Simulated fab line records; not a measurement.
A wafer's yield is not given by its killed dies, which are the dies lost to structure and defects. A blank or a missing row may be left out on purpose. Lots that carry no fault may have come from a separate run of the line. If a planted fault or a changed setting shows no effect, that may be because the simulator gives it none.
A lot that was struck, set against a sound lot    flow nand_harc    15 out of 1159 route steps
Sound: the wafers L625.2, L625.4, L625.6. Struck: wafer L635.4 (L635.1, L635.6, from the same lot, were not struck and are left out); the cause is given at the end.
Per side, at each step with rows, come the tool, then ch with its chambers, and then its first start. Under that, the readings that differ: sound wafers    struck wafers    difference of the means    sigmas: that difference in standard deviations of wafers without a fault.
alike: words and numbers the same on both sides, and readings whose means are apart by under 2 such deviations; not compared: readings that were withheld, readings missing a value for some wafer, numbers with overlapping values and no deviation given by the record, and bounds like >300 which may hide the same value.
The two part at a step that has a row with sigmas, a row that says differs or no value, or rows on one side only. Numbers that don't overlap but have no deviation are shown without sigmas and don't part them. Lack of a reading on every wafer of one side parts them only where that side has two or more wafers.

first, 1 step without rows for these wafers: NHARC_A_ONON_D1_DEP_06 (target thk 1000 nm).
NHARC_A_ONON_D1_THK_MEAS_08: measures by ellipsometry.
  struck on film_metro-02, day 11 01:41; sound on film_metro-02, day 8 15:25
  alike: thk_nm
next comes 1 step that has no rows for these wafers: NHARC_A_ONON_D1_DEP_09 (target thickness 1000 nm).
NHARC_A_ONON_D1_THK_MEAS_11: measures by ellipsometry.
  struck on film_metro-01, day 11 02:14; sound on film_metro-01, day 8 15:59
  alike: thk_nm
next comes 1 step that has no rows for these wafers: NHARC_A_ONON_D1_DEP_12 (target thickness 1000 nm).
NHARC_A_ONON_D1_THK_MEAS_14: measures by ellipsometry.
  struck on film_metro-01, day 11 02:49; sound on film_metro-02, day 8 16:33
reading      sound           struck  difference  sigmas
thk_nm (nm)  1015 1014 1012  991     -23         -2
then, 2 steps without rows for these wafers: NHARC_A_ONON_D1_ANNEAL_15 (time 3600 s); NHARC_A_ONON_D1_DEP_16 (target thk 1000 nm).
NHARC_A_ONON_D1_THK_MEAS_18: measures by ellipsometry.
  struck on film_metro-02, day 11 10:09; sound on film_metro-01, day 8 23:40
  alike: thk_nm
next comes 1 step that has no rows for these wafers: NHARC_A_ONON_D1_DEP_19 (target thickness 1000 nm).
NHARC_A_ONON_D1_THK_MEAS_21: measures by ellipsometry.
  struck on film_metro-02, day 11 10:52; sound on film_metro-01, day 9 00:14
  alike: thk_nm
NHARC_A_ONON_D1_DEP_22: target thk 1000 nm.
  sound on pecvd_onon-04 ch 0, day 9 00:21; struck on pecvd_onon-01 ch 0, day 11 11:02
  alike: n2o_flow_sccm, susceptor_temp_C
NHARC_A_ONON_D1_THK_MEAS_24: measures by ellipsometry.
  struck on film_metro-01, day 11 11:33; sound on film_metro-02, day 9 00:48
reading      sound        struck  difference  sigmas
thk_nm (nm)  987 989 986  673     -314        -26
next comes 1 step that has no rows for these wafers: NHARC_A_ONON_D1_DEP_25 (target thickness 1000 nm).
-- record jumps: 11 days between struck wafers' starts before vs after; left off in module A_ONON_D1, resumes in module END, first step shown is number 1159 of the route --
NHARC_END_SORT_01:
  the record has rows for the struck wafers here (prober-01 ch 0, day 22 09:11) and none for the sound ones

## WHERE THEY PART
Earliest at NHARC_A_ONON_D1_THK_MEAS_14; latest, in this record, at NHARC_END_SORT_01.

WHY: the cause the simulator had injected
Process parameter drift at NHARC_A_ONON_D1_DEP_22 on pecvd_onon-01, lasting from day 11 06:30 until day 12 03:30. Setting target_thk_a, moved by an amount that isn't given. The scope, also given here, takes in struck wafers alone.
